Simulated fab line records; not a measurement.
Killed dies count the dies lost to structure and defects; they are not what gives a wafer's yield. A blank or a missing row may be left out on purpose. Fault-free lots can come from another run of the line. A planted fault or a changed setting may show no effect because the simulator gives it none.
Matching of chambers :: flow nandHarc :: NHARC_P_ZERO_WELL_DESCUM_26 on rieDiel-02 has 4 sister chambers
The step chemistry O2, time 3 s. 7 wafers are shown with their chamber, then 7 later ones without.

== EACH WAFER AND ITS CHAMBER ==
wafer: L671.1
chamber: 1
drypumpMotorCurrentA (A): 5.9
oesProductAu (a.u.): 1.009

wafer: L671.6
chamber: 3
drypumpMotorCurrentA (A): 5.6
oesProductAu (a.u.): 0.993

wafer: L676.3
chamber: 3
drypumpMotorCurrentA (A): 5.6
oesProductAu (a.u.): 1.006

wafer: L676.5
chamber: 1
drypumpMotorCurrentA (A): 5.9
oesProductAu (a.u.): 1.008

wafer: L676.6
chamber: 0
drypumpMotorCurrentA (A): 5.7
oesProductAu (a.u.): 1.004

wafer: L679.1
chamber: 0
drypumpMotorCurrentA (A): 5.6
oesProductAu (a.u.): 0.986

wafer: L679.2
chamber: 2
drypumpMotorCurrentA (A): 5.4
oesProductAu (a.u.): 0.983

== WAFERS MISSING THEIR CHAMBER ==
wafer: L679.6
drypumpMotorCurrentA (A): 5.6
oesProductAu (a.u.): 0.999

wafer: L685.1
drypumpMotorCurrentA (A): 5.5
oesProductAu (a.u.): 0.993

wafer: L685.2
drypumpMotorCurrentA (A): 5.7
oesProductAu (a.u.): 0.995

wafer: L685.3
drypumpMotorCurrentA (A): 5.5
oesProductAu (a.u.): 0.997

wafer: L686.3
drypumpMotorCurrentA (A): 5.6
oesProductAu (a.u.): 1.004

wafer: L686.4
drypumpMotorCurrentA (A): 5.4
oesProductAu (a.u.): 0.983

wafer: L686.6
drypumpMotorCurrentA (A): 5.6
oesProductAu (a.u.): 0.984

== WHICH CHAMBER EACH ONE RAN IN ==
wafer: L679.6
from the rows above: can't be placed: 3 or 0
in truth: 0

wafer: L685.1
from the rows above: can't be placed: 3 or 2 or 0
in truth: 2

wafer: L685.2
from the rows above: can't be placed: 0 or 3
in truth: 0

wafer: L685.3
from the rows above: can't be placed: 3 or 2 or 0
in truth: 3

wafer: L686.3
from the rows above: can't be placed: 3 or 0
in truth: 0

wafer: L686.4
from the rows above: 2
in truth: 2

wafer: L686.6
from the rows above: can't be placed: 3 or 0
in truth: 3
Correct placement for 1 of the 7. Can't be placed from these rows: 6 (the true chamber is among the candidates in 6). Wrongly placed: 0.
How it was worked out, from the rows above alone: a wafer's distance from a chamber is the root of the sum, over the readings, of the square of ((its reading less the chamber's mean) divided by the reading's scatter). The wafer belongs to the nearest chamber; if the next one is less than 2 further off, it can't be placed. A chamber's mean is the mean of its shown wafers. How the scatter is found: for the shown wafers, subtract from each reading the mean of its chamber, square and add these, divide the total by (wafers less chambers), then take the root.
